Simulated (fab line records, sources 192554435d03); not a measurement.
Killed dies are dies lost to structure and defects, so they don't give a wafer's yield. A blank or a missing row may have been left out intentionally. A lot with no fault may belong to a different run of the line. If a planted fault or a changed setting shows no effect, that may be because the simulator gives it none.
Matching of chambers | flow n5 finfet | 4 sister chambers for N5_FIN_SAQP_SPACER1_ETCHBACK_25 on rie diel-05
The step etches SiO2 in CHF3/O2, target depth 24.4 nm, time 12.2 s. 14 wafers are shown with their chamber, then 7 later ones without.

## WAFERS WITH THEIR CHAMBER
wafer  | chamber | showerhead plenum p Torr (Torr) | drypump motor current A (A) | rf vpp V (V)
L078.1 | 1       | 2.38                            | 5.1                         | 515
L078.2 | 2       | 2.54                            | 5.4                         | 523
L078.3 | 0       | 2.56                            | 5.9                         | 523
L079.3 | 2       | 2.54                            | 5.4                         | 523
L079.4 | 2       | 2.54                            | 5.4                         | 523
L079.5 | 3       | 2.29                            | 6.4                         | 507
L081.2 | 2       | 2.54                            | 5.4                         | 521
L081.3 | 0       | 2.55                            | 5.9                         | 522
L081.4 | 3       | 2.29                            | 6.4                         | 507
L082.1 | 2       | 2.54                            | 5.3                         | 523
L082.4 | 0       | 2.55                            | 5.9                         | 523
L082.5 | 0       | 2.55                            | 5.9                         | 523
L090.1 | 1       | 2.38                            | 5.1                         | 516
L090.4 | 0       | 2.54                            | 5.9                         | 522

SIGNATURES (averages over the wafers above)
reading                  | chamber 0 | chamber 1 | chamber 2 | chamber 3 | scatter within a chamber
showerhead plenum p Torr | 2.5500    | 2.3800    | 2.5400    | 2.2900    | 0.00447
drypump motor current A  | 5.900     | 5.100     | 5.380     | 6.400     | 0.0283
rf vpp V                 | 522.60    | 515.50    | 522.60    | 507.00    | 0.7
Rule: a wafer lies at a distance from a chamber equal to the root of the sum of squares, over the readings, of (its reading less the chamber's mean, divided by the reading's scatter). The wafer belongs to the nearest chamber; if the next one is less than 2 further off, it can't be placed. How the scatter is found: for the shown wafers, subtract from each reading the mean of its chamber, square and add these, divide the total by (wafers less chambers), then take the root.

## WAFERS MISSING THEIR CHAMBER
wafer  | showerhead plenum p Torr (Torr) | drypump motor current A (A) | rf vpp V (V)
L090.5 | 2.38                            | 5.1                         | 516
L093.3 | 2.37                            | 5.1                         | 515
L093.4 | 2.28                            | 6.4                         | 507
L093.6 | 2.54                            | 5.9                         | 523
L095.1 | 2.28                            | 6.4                         | 507
L095.4 | 2.37                            | 5.1                         | 516
L095.6 | 2.37                            | 5.1                         | 514

## CHAMBER TAKEN BY EACH
wafer  | from the rows above | in truth
L090.5 | 1                   | 1
L093.3 | 1                   | 1
L093.4 | 3                   | 3
L093.6 | 0                   | 0
L095.1 | 3                   | 3
L095.4 | 1                   | 1
L095.6 | 1                   | 1
Correct placement for 7 of the 7. From these rows, 0 cannot be placed. 0 placed wrongly.
